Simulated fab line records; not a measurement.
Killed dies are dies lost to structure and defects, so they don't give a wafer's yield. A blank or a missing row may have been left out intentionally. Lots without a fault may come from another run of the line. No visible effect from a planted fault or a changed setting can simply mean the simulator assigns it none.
fab line records | flow nandHarc
record lots=13 wafers=39 lastDay=25
route steps=1159 shown A_M0@1011 END@1159
lots that met no fault: taken from a fault-free run of the same line
startH: start of the lot's first displayed wafer, in hours after the record's first day | waitH: hours elapsed since this lot's preceding step | " the same as in the row above | L1.1+2: several wafers, shown together as one row | - either no value or no given start | * or withheld: withheld | < > ~ a bound
route shown NAME@n: a module of which the file shows steps, and the number in the route of the first | usual: the fault-free wafers' mean and standard deviation | same: alike in all rows | chamber/n: place in a boat | sites: each site's reading | _std_site: the standard deviation of these | _edge_site: mean of outer sites minus mean of inner sites | radiusMm: how far each site lies from the wafer's centre | mask NAME#n: copy n | behind: the most recent tool/chamber to have shaped the wafer | hold: why the lot went on hold/how many hours it stayed there/how the hold came to an end | device: the n, p or np transistor that did not switch | end of line: tests of these same wafers at the route's end | a step given without rows: its recipe and nothing more | killed: dies that structure and defects cost at the first sort, which is not the same as the wafer's yield | map: dies across one wafer; x = killed, . = not, _ = none there
set.NAME: the run value of the setting; set.NAME@STEP: its run value at that earlier step | model.NAME: the simulator's own value behind a step, which no gauge read
one table for each step of the route and one row for each wafer, over a sample of lots
services: the hour from which a tool's chamber was out of use, counted from the record's first day as startH (under 0 if before that day), plus the number of hours and why
## steps
# step NHARC_A_M0_STRIP_18
# recipe powerW=1000 n2FlowSccm=150 h2FlowSccm=150 arFlowSccm=0 biasW=0 chemistry=N2/H2
# usual biasW=0/0 chamberPressureMTorr=30.002/0.027 drypumpMotorCurrentA=5.8/0.4 oesProductAu=0.999/0.01 rfFwdPowerW=997/3 rfVppV=90.3/0.93 showerheadPlenumPTorr=1.98/0.074 throttleValvePct=14.171/0.0096
# columns lot.wafer tool chamber startH waitH biasW chamberPressureMTorr drypumpMotorCurrentA oesProductAu rfFwdPowerW rfHoursCounterH rfVppV showerheadPlenumPTorr throttleValvePct
L592.1 rieDiel-13 2 406.01 0.1 0 30.005 5.8 1.004 996 8 89.6 1.91 14.168
L592.2 " 3 " " 0 29.985 5.1 0.987 997 9 91.9 2.19 14.173
L592.5 " 2 " " 0 29.991 5.7 1.004 997 - 91.2 1.91 14.180
L595.3 rieDiel-07 0 430.64 0.1 0 30.042 5.7 1.006 999 1 88.8 1.91 14.163
L595.2 " 1 " " 0 29.998 5.6 0.996 999 1 90.9 2.02 14.162
L595.5 " 1 " " 0 29.985 5.7 1.002 1004 - 89.5 2.02 14.172
L594.4 rieDiel-13 2 445.61 0.1 0 30.016 5.8 0.998 998 9 90.4 1.91 14.172
L594.2 " 0 " " 0 29.960 5.3 1.005 997 9 90.3 1.91 14.167
L594.5 " 2 " " 0 29.980 5.8 1.005 997 - 88.2 1.91 14.168
L596.6 rieDiel-09 0 449.76 0.2 0 30.030 6.2 1.019 997 - 90.3 1.98 14.156
L596.5 " 2 " " 0 30.018 5.8 0.991 997 - 91.1 2.02 14.159
L596.4 " 3 " " 0 30.036 5.9 0.991 997 - 89.3 1.99 14.179
L598.3 rieDiel-13 0 450.11 0.1 0 29.996 5.3 0.990 997 9 90.4 1.91 14.165
L598.2 " 1 " " 0 30.001 6.1 1.014 1000 6 89.5 2.04 14.180
L598.4 " 2 " " 0 29.984 5.8 0.995 999 9 89.9 1.91 14.178
L599.2 rieDiel-07 2 454.85 0.1 0 30.030 5.1 1.011 1001 4 89.5 1.94 14.186
L599.4 " 3 " " 0 29.965 5.8 0.993 995 3 90.3 1.99 14.169
L599.6 " 0 " " 0 29.994 5.7 0.982 998 - 90.6 1.91 14.173
L597.3 rieDiel-07 2 455.50 0.1 0 30.047 5.1 1.011 1004 4 90.8 1.94 14.170
L597.5 " 2 " " 0 29.978 5.1 1.013 997 - 90.5 1.94 14.172
L597.6 " 3 " " 0 30.033 5.8 0.996 998 - 90.5 1.99 14.168
L602.4 rieDiel-09 0 471.40 0.1 - - - - - - - - -
L602.2 " 1 " " - - - - - - - - -
L602.6 " 0 " " - - - - - - - - -
L600.2 rieDiel-13 2 471.65 0.1 - - - - - - - - -
L600.4 " 3 " " - - - - - - - - -
L600.6 " 1 " " - - - - - - - - -
L601.3 rieDiel-07 2 475.89 0.1 - - - - - - - - -
L601.2 " 0 " " - - - - - - - - -
L601.6 " 2 " " - - - - - - - - -
L609.1 rieDiel-07 3 526.04 0.1 0 30.028 5.8 0.989 1001 8 91.8 1.99 14.173
L609.3 " 1 " " 0 29.947 5.7 0.992 996 9 90.7 2.02 14.171
L609.2 " 2 " " 0 30.023 5.1 1.004 997 8 90.7 1.94 14.193
L610.3 rieDiel-13 2 538.50 0.1 0 30.025 5.8 0.999 996 6 90.0 1.91 14.154
L610.2 " 0 " " 0 29.999 5.3 0.986 994 6 90.3 1.91 14.169
L610.6 " 2 " " 0 29.978 5.8 0.992 998 - 88.9 1.91 14.157
L611.2 rieDiel-13 0 545.73 0.1 0 29.987 5.3 0.988 992 6 89.5 1.91 14.179
L611.3 " 2 " " 0 30.035 5.8 0.991 1003 6 90.0 1.91 14.176
L611.6 " 3 " " 0 30.009 5.1 0.989 998 - 90.1 2.18 14.191
# step NHARC_A_M0_PVD_21
# recipe targetThkA=300 chamberPressurePa=5 powerW=5000 substrateTempC=30 timeS=20.49 material=Cu
# usual throttleValvePct=29.4/0.96
# same timeS=20.49
# columns lot.wafer tool chamber startH waitH throttleValvePct
L592.2 pvdSputter-03 - - - 29.6
L592.1 " - " " 29.2
L592.5 " - " " 29.3
L595.3 pvdSputter-01 - - - 30.4
L595.2 " - " " 29.1
L595.5 " - " " 30.4
L594.4 pvdSputter-01 - - - 29.0
L594.2 " - " " 30.3
L594.5 " - " " 28.7
L596.4 pvdSputter-02 - - - 27.8
L596.5 " - " " 28.6
L596.6 " - " " 29.4
L598.2 pvdSputter-02 - - - 28.9
L598.3 " - " " 28.6
L598.4 " - " " 27.8
L599.4 pvdSputter-01 - - - 30.5
L599.2 " - " " 30.2
L599.6 " - " " 28.4
L597.3 pvdSputter-03 - - - 29.7
L597.6 " - " " 29.3
L597.5 " - " " 29.3
L602.2 pvdSputter-01 - - - 29.0
L602.4 " - " " 28.8
L602.6 " - " " 28.6
L600.2 pvdSputter-03 - - - 29.7
L600.4 " - " " 31.4
L600.6 " - " " 29.9
L601.3 pvdSputter-02 - - - 28.5
L601.2 " - " " 28.4
L601.6 " - " " 27.5
L609.3 pvdSputter-02 - - - 28.7
L609.1 " - " " 27.4
L609.2 " - " " 29.4
L610.2 pvdSputter-03 - - - 31.3
L610.3 " - " " 29.5
L610.6 " - " " 29.7
L611.2 pvdSputter-02 - - - 28.9
L611.3 " - " " 27.9
L611.6 " - " " 29.3
# step NHARC_A_M0_INSPECT_27
# usual rawDefectCount=442/120
# columns lot.wafer tool chamber startH waitH rawDefectCount
L592.1 defectInspect-01 - 408.18 0.0 244
L592.2 " - " " 233
L592.5 " - " " 381
L595.2 defectInspect-01 - 432.74 0.0 319
L595.3 " - " " 340
L595.5 " - " " 490
L594.2 defectInspect-01 - 447.82 0.0 523
L594.4 " - " " 324
L594.5 " - " " 536
L596.4 defectInspect-01 - 452.50 0.0 356
L596.5 " - " " 375
L596.6 " - " " 342
L598.2 defectInspect-02 - 452.81 0.0 485
L598.3 " - " " 680
L598.4 " - " " 333
L599.2 defectInspect-01 - 456.90 0.0 307
L599.4 " - " " 408
L599.6 " - " " 424
L597.3 defectInspect-02 - 458.12 0.0 325
L597.5 " - " " 379
L597.6 " - " " 445
L602.2 defectInspect-01 - 473.50 0.0 466
L602.4 " - " " 464
L602.6 " - " " 368
L600.2 defectInspect-02 - 473.75 0.0 483
L600.4 " - " " 532
L600.6 " - " " 687
L601.2 defectInspect-02 - 478.02 0.0 451
L601.3 " - " " 341
L601.6 " - " " 469
L609.1 defectInspect-02 - 528.14 0.0 475
L609.2 " - " " 395
L609.3 " - " " 362
L610.2 defectInspect-02 - 540.57 0.0 485
L610.3 " - " " 437
L610.6 " - " " 388
L611.2 defectInspect-01 - 547.83 0.0 300
L611.3 " - " " 307
L611.6 " - " " 280
# step NHARC_END_SORT_01
# recipe tempC=25
# usual defectLimitedYield=95.5/1.8 killedAtArray=27/11 killedAtOther=0.6/1 killedAtPeriphery=3.0/2.1 killedDies=31/12 killedOpen=3.2/1.7 killedShort=1.7/1.4 sort_bin_2_pct=1.4/0.68 sort_bin_3_pct=0.25/0.2 sort_bin_4_pct=2.9/1.2 sortNPass=646/12 sortRimYieldPct=95.7/2.8 sortYieldPct=95.5/1.8
# same grossDies=677 sort_bin_5_pct[%]=0 sort_bin_6_pct[%]=0 sort_bin_7_pct[%]=0 sort_bin_8_pct[%]=0 sortRimNGross=106.00
# columns lot.wafer tool chamber startH waitH hold defectLimitedYield[%] killedAtArray killedAtOther killedAtPeriphery killedDies killedOpen killedShort sort_bin_2_pct[%] sort_bin_3_pct[%] sort_bin_4_pct[%] sortNPass sortRimYieldPct[%] sortYieldPct[%]
L592.1 prober-02 0 460.79 2.5 - 97.0 18 0 2 20 3 2 0.7 0.44 1.8 657 98.1 97.0
L592.2 prober-02 0 461.59 2.8 - 97.6 15 0 1 16 2 1 0.7 0.15 1.5 661 97.2 97.6
L592.5 prober-02 0 463.99 3.7 - 97.0 18 0 2 20 7 1 1.2 0 1.8 657 100.0 97.0
L595.2 prober-01 0 483.06 2.8 - 96.5 20 0 4 24 4 4 1.3 0.44 1.8 653 94.3 96.5
L595.3 prober-01 0 483.86 3.1 - 97.9 14 0 0 14 0 1 0.3 0.30 1.5 663 99.1 97.9
L595.5 prober-01 0 485.46 3.7 - 96.6 21 0 2 23 2 1 1.0 0 2.4 654 97.2 96.6
L598.2 prober-02 0 490.00 2.8 - 95.0 32 0 2 34 7 0 1.0 0.74 3.2 643 89.6 95.0
L598.3 prober-02 0 490.79 3.1 - 96.3 24 0 1 25 3 2 0.9 0.15 2.7 652 92.5 96.3
L598.4 prober-02 0 491.58 3.4 - 95.9 25 1 2 28 2 2 1.0 0.30 2.8 649 93.4 95.9
L596.4 prober-01 0 492.50 3.4 - 95.4 28 1 2 31 3 2 1.2 0.15 3.2 646 94.3 95.4
L596.5 prober-01 0 493.32 3.8 - 95.9 24 0 4 28 4 1 1.8 0.15 2.2 649 92.5 95.9
L596.6 prober-01 0 494.13 4.1 - 97.3 14 1 3 18 3 0 0.9 0 1.8 659 96.2 97.3
L594.2 prober-02 0 497.71 2.8 - 95.3 30 1 1 32 3 2 1.0 0.30 3.4 645 93.4 95.3
L594.4 prober-02 0 499.29 3.4 - 94.8 31 0 4 35 4 2 1.2 0.15 3.8 642 93.4 94.8
L594.5 prober-02 0 500.08 3.7 - 96.3 22 1 2 25 3 4 1.0 0.15 2.5 652 97.2 96.3
L599.2 prober-01 0 498.77 2.8 - 97.6 15 0 1 16 3 2 0.7 0.15 1.5 661 99.1 97.6
L599.4 prober-01 0 500.38 3.4 - 98.4 9 0 2 11 3 1 0.1 0.15 1.3 666 100.0 98.4
L599.6 prober-01 0 501.99 4.0 - 98.5 8 1 1 10 1 1 0.1 0 1.3 667 99.1 98.5
L597.3 prober-02 0 506.19 3.0 - 95.1 29 1 3 33 2 3 1.6 0.44 2.8 644 99.1 95.1
L597.5 prober-02 0 507.76 3.6 - 94.8 28 0 7 35 3 3 1.6 0.30 3.2 642 96.2 94.8
L597.6 prober-02 0 508.54 3.9 - 95.6 27 0 3 30 2 1 1.9 0.30 2.2 647 96.2 95.6
L600.2 prober-01 0 512.16 2.8 awaitDispo/6.8h/scrap 3.7 649 1 2 652 5 0 94.1 0.44 1.8 25 0 3.7
L600.4 prober-01 0 513.78 3.4 awaitDispo/6.8h/scrap 5.5 637 1 2 640 2 0 92.2 0.15 2.2 37 0 5.5
L600.6 prober-01 0 515.39 4.0 awaitDispo/6.8h/scrap 3.8 645 0 6 651 4 3 93.2 0.30 2.7 26 0 3.8
L602.2 prober-02 0 513.15 2.8 awaitDispo/4.4h/scrap 5.5 639 0 1 640 1 1 93.1 0 1.5 37 22.6 5.5
L602.4 prober-02 0 514.73 3.4 awaitDispo/4.4h/scrap 5.3 639 0 2 641 4 0 93.5 0.15 1.0 36 1.9 5.3
L602.6 prober-02 0 516.31 3.9 awaitDispo/4.4h/scrap 4.7 643 0 2 645 3 1 94.1 0.30 0.9 32 2.8 4.7
L601.2 prober-01 0 520.03 2.8 awaitDispo/2.8h/scrap 4.9 640 0 4 644 4 1 90.8 0 4.3 33 4.7 4.9
L601.3 prober-01 0 520.85 3.1 awaitDispo/2.8h/scrap 3.7 649 0 3 652 0 0 91.9 0.15 4.3 25 13.2 3.7
L601.6 prober-01 0 523.29 4.1 awaitDispo/2.8h/scrap 4.3 643 0 5 648 4 5 90.0 0.59 5.2 29 14.2 4.3
L609.1 prober-01 0 564.35 2.5 - 91.9 49 0 6 55 5 1 2.1 0.15 5.9 622 93.4 91.9
L609.2 prober-01 0 565.16 2.8 - 92.2 50 1 2 53 2 3 2.5 0.30 5.0 624 93.4 92.2
L609.3 prober-01 0 565.97 3.1 - 92.6 45 0 5 50 6 2 1.9 0.15 5.3 627 88.7 92.6
L610.2 prober-01 0 577.66 2.8 - 91.7 54 0 2 56 2 0 2.7 0.59 5.0 621 96.2 91.7
L610.3 prober-01 0 578.47 3.1 - 93.1 42 0 5 47 5 1 2.5 0.30 4.1 630 95.3 93.1
L610.6 prober-01 0 580.91 4.1 - 92.3 46 0 6 52 3 0 3.1 0.30 4.3 625 94.3 92.3
L611.2 prober-02 0 588.77 2.8 - 96.8 19 1 2 22 6 1 1.2 0.15 1.9 655 95.3 96.8
L611.3 prober-02 0 589.56 3.1 - 95.9 23 4 1 28 0 2 1.3 0.44 2.4 649 97.2 95.9
L611.6 prober-02 0 591.92 3.9 - 95.4 26 3 2 31 6 0 1.5 0 3.1 646 100.0 95.4
# killed by level:class
L592.1 A_SLIT:chamberFilmFlake=6 A_CHANNEL_HOLE_D1:chamberFilmFlake=4 A_STAIRCASE:chamberFilmFlake=3 A_CHANNEL_FILL_D1:geometricParticle:short=2 P_M0:geometricParticle:open=1 A_SGD_CUT:geometricParticle:open=1 A_WL_FILL:geometricParticle:open=1 P_GATE:chamberFilmFlake=1
L592.2 A_SLIT:chamberFilmFlake=7 A_CHANNEL_HOLE_D1:chamberFilmFlake=3 P_M0:geometricParticle:short=1 A_CHANNEL_FILL_D1:geometricParticle:open=1 A_BLC:geometricParticle:open=1 A_CHANNEL_FILL_D1:chamberFilmFlake=1 A_CONTACT:chamberFilmFlake=1 A_BONDPAD:chamberFilmFlake=1
L592.5 A_SLIT:chamberFilmFlake=10 A_CONTACT:geometricParticle:open=2 A_CHANNEL_HOLE_D1:chamberFilmFlake=2 P_M0:geometricParticle:short=1 P_M1:geometricParticle:open=1 A_SOURCE_PLATE:geometricParticle:open=1 A_ONON_D1:geometricParticle:open=1 A_CHANNEL_FILL_D1:geometricParticle:open=1
L595.2 A_SGD_CUT:chamberFilmFlake=8 A_SLIT:chamberFilmFlake=3 A_WL_FILL:chamberFilmFlake=2 P_CONTACT:geometricParticle:open=1 P_M0:geometricParticle:short=1 A_ONON_D1:geometricParticle:short=1 A_CHANNEL_FILL_D1:geometricParticle:short=1 A_CHANNEL_FILL_D1:geometricParticle:open=1
L595.3 A_SGD_CUT:chamberFilmFlake=6 A_CHANNEL_HOLE_D1:chamberFilmFlake=4 A_STAIRCASE:chamberFilmFlake=3 A_CHANNEL_HOLE_D1:geometricParticle:short=1
L595.5 A_SGD_CUT:chamberFilmFlake=9 A_CHANNEL_HOLE_D1:chamberFilmFlake=5 A_SLIT:chamberFilmFlake=2 P_CONTACT:geometricParticle:open=1 A_WL_FILL:geometricParticle:short=1 A_CONTACT:geometricParticle:open=1 P_GATE:chamberFilmFlake=1 A_STAIRCASE:chamberFilmFlake=1
L598.2 A_CHANNEL_HOLE_D1:chamberFilmFlake=15 A_CONTACT:chamberFilmFlake=7 A_STAIRCASE:chamberFilmFlake=4 A_M0:geometricParticle:open=3 A_CONTACT:geometricParticle:open=2 P_M0:geometricParticle:open=1 A_CHANNEL_FILL_D1:geometricParticle:open=1 P_CONTACT:chamberFilmFlake=1
L598.3 A_CHANNEL_HOLE_D1:chamberFilmFlake=11 A_CONTACT:chamberFilmFlake=6 A_CHANNEL_HOLE_D1:geometricParticle:short=2 A_STAIRCASE:chamberFilmFlake=2 A_CHANNEL_FILL_D1:geometricParticle:open=1 A_CONTACT:geometricParticle:open=1 A_BLC:geometricParticle:open=1 P_GATE:chamberFilmFlake=1
L598.4 A_CHANNEL_HOLE_D1:chamberFilmFlake=12 A_STAIRCASE:chamberFilmFlake=7 A_CONTACT:chamberFilmFlake=2 P_M0:geometricParticle:short=1 A_BLC:geometricParticle:open=1 A_M0:geometricParticle:short=1 A_M1:geometricParticle:open=1 P_BONDPAD:chamberFilmFlake=1
L596.4 A_CHANNEL_HOLE_D1:chamberFilmFlake=15 A_STAIRCASE:chamberFilmFlake=4 A_ZERO_WELL:chamberFilmFlake=2 A_WL_FILL:chamberFilmFlake=2 P_M2:geometricParticle:open=1 A_ONON_D1:geometricParticle:open=1 A_WL_FILL:geometricParticle:short=1 A_CONTACT:geometricParticle:open=1
L596.5 A_CHANNEL_HOLE_D1:chamberFilmFlake=15 A_WL_FILL:chamberFilmFlake=3 P_M0:geometricParticle:open=2 A_ZERO_WELL:chamberFilmFlake=2 P_M1:geometricParticle:open=1 A_SLIT:geometricParticle:short=1 A_M1:geometricParticle:open=1 P_STI:chamberFilmFlake=1
L596.6 A_CHANNEL_HOLE_D1:chamberFilmFlake=9 P_GATE:chamberFilmFlake=2 A_CONTACT:chamberFilmFlake=2 P_GATE:geometricParticle:open=1 A_CHANNEL_FILL_D1:geometricParticle:open=1 A_M0:geometricParticle:open=1 A_SLIT:chamberFilmFlake=1 THIN_TSV:chamberFilmFlake=1
L594.2 A_CHANNEL_HOLE_D1:chamberFilmFlake=15 A_SLIT:chamberFilmFlake=7 A_CONTACT:chamberFilmFlake=3 A_WL_FILL:geometricParticle:open=2 P_CONTACT:geometricParticle:short=1 A_CHANNEL_FILL_D1:geometricParticle:open=1 A_M0:geometricParticle:short=1 A_SGD_CUT:chamberFilmFlake=1
L599.2 A_STAIRCASE:chamberFilmFlake=5 A_CHANNEL_HOLE_D1:chamberFilmFlake=2 A_WL_FILL:chamberFilmFlake=2 P_CONTACT:geometricParticle:short=1 A_ONON_D1:geometricParticle:short=1 A_ONON_D1:geometricParticle:open=1 A_CONTACT:geometricParticle:open=1 A_M0:geometricParticle:open=1
L594.4 A_SLIT:chamberFilmFlake=15 A_CHANNEL_HOLE_D1:chamberFilmFlake=9 A_STAIRCASE:chamberFilmFlake=3 P_GATE:geometricParticle:open=1 P_CONTACT:geometricParticle:open=1 P_M1:geometricParticle:open=1 A_ONON_D1:geometricParticle:open=1 A_WL_FILL:geometricParticle:short=1
L594.5 A_CHANNEL_HOLE_D1:chamberFilmFlake=10 A_STAIRCASE:chamberFilmFlake=3 A_ONON_D1:geometricParticle:open=2 A_SLIT:chamberFilmFlake=2 A_CONTACT:chamberFilmFlake=2 P_CONTACT:geometricParticle:short=1 P_M0:geometricParticle:open=1 A_SOURCE_PLATE:geometricParticle:short=1
L599.4 A_CHANNEL_HOLE_D1:chamberFilmFlake=3 P_ZERO_WELL:chamberFilmFlake=2 A_SOURCE_PLATE:geometricParticle:open=1 A_WL_FILL:geometricParticle:short=1 A_CONTACT:geometricParticle:open=1 A_M1:geometricParticle:open=1 A_WL_FILL:chamberFilmFlake=1 A_CONTACT:chamberFilmFlake=1
L599.6 A_CHANNEL_HOLE_D1:chamberFilmFlake=3 A_WL_FILL:chamberFilmFlake=2 A_WL_FILL:geometricParticle:short=1 A_CONTACT:geometricParticle:open=1 P_ZERO_WELL:chamberFilmFlake=1 A_STAIRCASE:chamberFilmFlake=1 THIN_TSV:chamberFilmFlake=1
L597.3 A_SLIT:chamberFilmFlake=16 A_STAIRCASE:chamberFilmFlake=3 A_CHANNEL_FILL_D1:chamberFilmFlake=2 P_GATE:geometricParticle:short=1 A_SOURCE_PLATE:geometricParticle:open=1 A_CHANNEL_HOLE_D1:geometricParticle:short=1 A_WL_FILL:geometricParticle:short=1 A_M0:geometricParticle:open=1
L597.5 A_SLIT:chamberFilmFlake=15 A_CONTACT:chamberFilmFlake=5 A_CHANNEL_HOLE_D1:chamberFilmFlake=4 P_ZERO_WELL:chamberFilmFlake=2 A_STAIRCASE:chamberFilmFlake=2 P_CONTACT:geometricParticle:short=1 P_M0:geometricParticle:open=1 P_M0:geometricParticle:short=1
L597.6 A_SLIT:chamberFilmFlake=11 A_CHANNEL_HOLE_D1:chamberFilmFlake=4 A_STAIRCASE:chamberFilmFlake=4 A_ZERO_WELL:chamberFilmFlake=3 A_WL_FILL:chamberFilmFlake=2 P_CONTACT:geometricParticle:short=1 A_CHANNEL_HOLE_D1:geometricParticle:open=1 A_M0:geometricParticle:open=1
L600.2 A_M0:areaStrip=627 A_CHANNEL_HOLE_D1:chamberFilmFlake=12 A_CONTACT:chamberFilmFlake=3 A_CONTACT:geometricParticle:open=2 A_STAIRCASE:chamberFilmFlake=2 P_M0:geometricParticle:open=1 A_WL_FILL:geometricParticle:open=1 A_M1:geometricParticle:open=1
L602.2 A_M0:areaStrip=627 A_CHANNEL_HOLE_D1:chamberFilmFlake=6 A_STAIRCASE:chamberFilmFlake=2 A_CONTACT:chamberFilmFlake=2 P_ZERO_WELL:geometricParticle:open=1 A_WL_FILL:geometricParticle:short=1 A_CHANNEL_FILL_D1:chamberFilmFlake=1
L600.4 A_M0:areaStrip=619 A_CHANNEL_HOLE_D1:chamberFilmFlake=12 A_STAIRCASE:chamberFilmFlake=4 P_CONTACT:geometricParticle:open=1 A_WL_FILL:geometricParticle:open=1 P_GATE:chamberFilmFlake=1 A_CHANNEL_FILL_D1:chamberFilmFlake=1 THIN_TSV:chamberFilmFlake=1
L602.4 A_M0:areaStrip=627 A_STAIRCASE:chamberFilmFlake=5 A_CONTACT:geometricParticle:open=2 A_CHANNEL_HOLE_D1:geometricParticle:open=1 A_SGD_CUT:geometricParticle:open=1 P_ZERO_WELL:chamberFilmFlake=1 P_STI:chamberFilmFlake=1 A_CHANNEL_HOLE_D1:chamberFilmFlake=1
L600.6 A_M0:areaStrip=619 A_CHANNEL_HOLE_D1:chamberFilmFlake=15 A_STAIRCASE:chamberFilmFlake=4 P_M0:geometricParticle:open=2 P_GATE:geometricParticle:open=1 P_CONTACT:geometricParticle:open=1 A_CHANNEL_HOLE_D1:geometricParticle:short=1 A_CHANNEL_FILL_D1:geometricParticle:short=1
L602.6 A_M0:areaStrip=633 A_CHANNEL_HOLE_D1:chamberFilmFlake=3 A_CONTACT:chamberFilmFlake=2 P_M0:geometricParticle:short=1 A_CHANNEL_FILL_D1:geometricParticle:open=1 A_SGD_CUT:geometricParticle:open=1 A_CONTACT:geometricParticle:open=1 P_ZERO_WELL:chamberFilmFlake=1
L601.2 A_M0:areaStrip=598 A_SLIT:chamberFilmFlake=14 A_CHANNEL_HOLE_D1:chamberFilmFlake=13 A_CONTACT:chamberFilmFlake=6 P_GATE:chamberFilmFlake=4 A_STAIRCASE:chamberFilmFlake=3 A_ONON_D1:geometricParticle:open=2 A_CHANNEL_FILL_D1:geometricParticle:open=1
L601.3 A_M0:areaStrip=614 A_SLIT:chamberFilmFlake=17 A_CHANNEL_HOLE_D1:chamberFilmFlake=10 A_STAIRCASE:chamberFilmFlake=5 A_CONTACT:chamberFilmFlake=3 P_GATE:chamberFilmFlake=2 P_ZERO_WELL:chamberFilmFlake=1
L601.6 A_M0:areaStrip=597 A_CHANNEL_HOLE_D1:chamberFilmFlake=18 A_SLIT:chamberFilmFlake=13 A_STAIRCASE:chamberFilmFlake=4 A_CONTACT:chamberFilmFlake=4 A_WL_FILL:geometricParticle:short=2 P_GATE:chamberFilmFlake=2 P_CONTACT:geometricParticle:short=1
L609.1 A_SLIT:chamberFilmFlake=20 A_CHANNEL_HOLE_D1:chamberFilmFlake=10 A_STAIRCASE:chamberFilmFlake=10 A_CONTACT:chamberFilmFlake=6 P_M2:geometricParticle:open=2 A_SGD_CUT:chamberFilmFlake=2 P_GATE:geometricParticle:open=1 P_CONTACT:geometricParticle:short=1
L609.2 A_SLIT:chamberFilmFlake=17 A_CHANNEL_HOLE_D1:chamberFilmFlake=16 A_STAIRCASE:chamberFilmFlake=5 A_SGD_CUT:chamberFilmFlake=4 A_CONTACT:chamberFilmFlake=4 P_GATE:geometricParticle:short=1 A_ONON_D1:geometricParticle:open=1 A_SGD_CUT:geometricParticle:short=1
L609.3 A_SLIT:chamberFilmFlake=18 A_CHANNEL_HOLE_D1:chamberFilmFlake=9 A_CONTACT:chamberFilmFlake=7 A_STAIRCASE:chamberFilmFlake=3 A_SGD_CUT:chamberFilmFlake=3 P_GATE:geometricParticle:open=1 P_CONTACT:geometricParticle:open=1 P_M0:geometricParticle:open=1
L610.2 A_SLIT:chamberFilmFlake=25 A_STAIRCASE:chamberFilmFlake=13 A_CHANNEL_HOLE_D1:chamberFilmFlake=10 A_CONTACT:chamberFilmFlake=2 A_SGD_CUT:geometricParticle:open=1 A_CONTACT:geometricParticle:open=1 P_GATE:chamberFilmFlake=1 P_BONDPAD:chamberFilmFlake=1
L610.3 A_SLIT:chamberFilmFlake=16 A_CONTACT:chamberFilmFlake=7 A_CHANNEL_HOLE_D1:chamberFilmFlake=6 A_STAIRCASE:chamberFilmFlake=6 P_BONDPAD:chamberFilmFlake=3 P_GATE:geometricParticle:open=1 P_M1:geometricParticle:open=1 A_ONON_D1:geometricParticle:open=1
L610.6 A_SLIT:chamberFilmFlake=18 A_CHANNEL_HOLE_D1:chamberFilmFlake=9 A_CONTACT:chamberFilmFlake=8 A_STAIRCASE:chamberFilmFlake=8 P_STI:chamberFilmFlake=2 P_BONDPAD:chamberFilmFlake=2 P_M2:geometricParticle:open=1 A_CONTACT:geometricParticle:open=1
L611.2 A_CONTACT:geometricParticle:open=4 A_CONTACT:chamberFilmFlake=4 A_CHANNEL_HOLE_D1:chamberFilmFlake=3 A_WL_FILL:chamberFilmFlake=3 A_STAIRCASE:chamberFilmFlake=2 P_CONTACT:geometricParticle:open=1 A_ONON_D1:geometricParticle:open=1 A_BLC:geometricParticle:short=1
L611.3 A_CHANNEL_HOLE_D1:chamberFilmFlake=10 A_CONTACT:chamberFilmFlake=9 THIN_TSV:chamberFilmFlake=4 A_STAIRCASE:chamberFilmFlake=2 P_M2:geometricParticle:short=1 A_CONTACT:geometricParticle:short=1 A_SGD_CUT:chamberFilmFlake=1
L611.6 A_CHANNEL_HOLE_D1:chamberFilmFlake=9 A_CONTACT:chamberFilmFlake=4 A_CONTACT:geometricParticle:open=3 A_STAIRCASE:chamberFilmFlake=3 THIN_TSV:chamberFilmFlake=3 A_ONON_D1:geometricParticle:open=2 P_STI:chamberFilmFlake=2 A_SLIT:chamberFilmFlake=2
## services
# columns tool chamber startH hours kind
rieDiel-13 0 383.01 - clean
rieDiel-13 1 383.01 - clean
rieDiel-13 2 383.01 - clean
rieDiel-13 3 383.01 - clean
rieDiel-13 0 390.10 5.0 repair
rieDiel-07 - 391.30 0.3 repair
pvdSputter-02 - 392.00 10.0 pm
rieDiel-07 - 405.20 9.0 pm
rieDiel-13 0 407.51 - clean
rieDiel-13 1 407.51 - clean
rieDiel-13 2 407.51 - clean
rieDiel-13 3 407.51 - clean
rieDiel-13 - 415.69 22.2 repair
rieDiel-09 - 431.22 9.0 pm
rieDiel-09 1 449.61 6.1 repair
rieDiel-13 - 453.01 9.0 pm
rieDiel-13 0 453.01 9.0 ventCycle
pvdSputter-03 - 458.10 10.0 pm
rieDiel-07 0 468.42 3.9 repair
rieDiel-09 - 479.72 0.1 repair
pvdSputter-01 - 514.06 10.0 pm
rieDiel-07 3 518.42 3.1 repair
rieDiel-09 3 523.87 15.8 repair
rieDiel-09 0 537.01 7.7 repair
## key
firstSign step=NHARC_A_M0_STRIP_18 reading=toolRecord direction=missing
effect step=NHARC_END_SORT_01 reading=sort_bin_2_pct direction=up sigmas=99+ usual=1.4 struck=92.5
moreKillsBornAt NHARC_A_M0_STRIP_18@rieDiel-09=1887 NHARC_A_M0_STRIP_18@rieDiel-13=1865 NHARC_A_M0_STRIP_18@rieDiel-07=1809
metAt NHARC_A_M0_STRIP_18
struckLots L600,L601,L602
laterRowsLeftOut L600.2,L600.4,L600.6,L601.2,L601.3,L601.6,L602.2,L602.4,L602.6
notActingAt NHARC_A_M0_PVD_21,NHARC_A_M0_INSPECT_27
onsetBetween 455.50 471.40
fault kind=skippedStepWhole tool=rieDiel-07,rieDiel-09,rieDiel-13 chamber=- onsetH=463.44 steps=NHARC_A_M0_STRIP_18 scope=struckLotsOnly
# laterRowsLeftOut: the simulator's readings of these wafers behind a module that went badly wrong aren't trusted and aren't shown, but for the sort
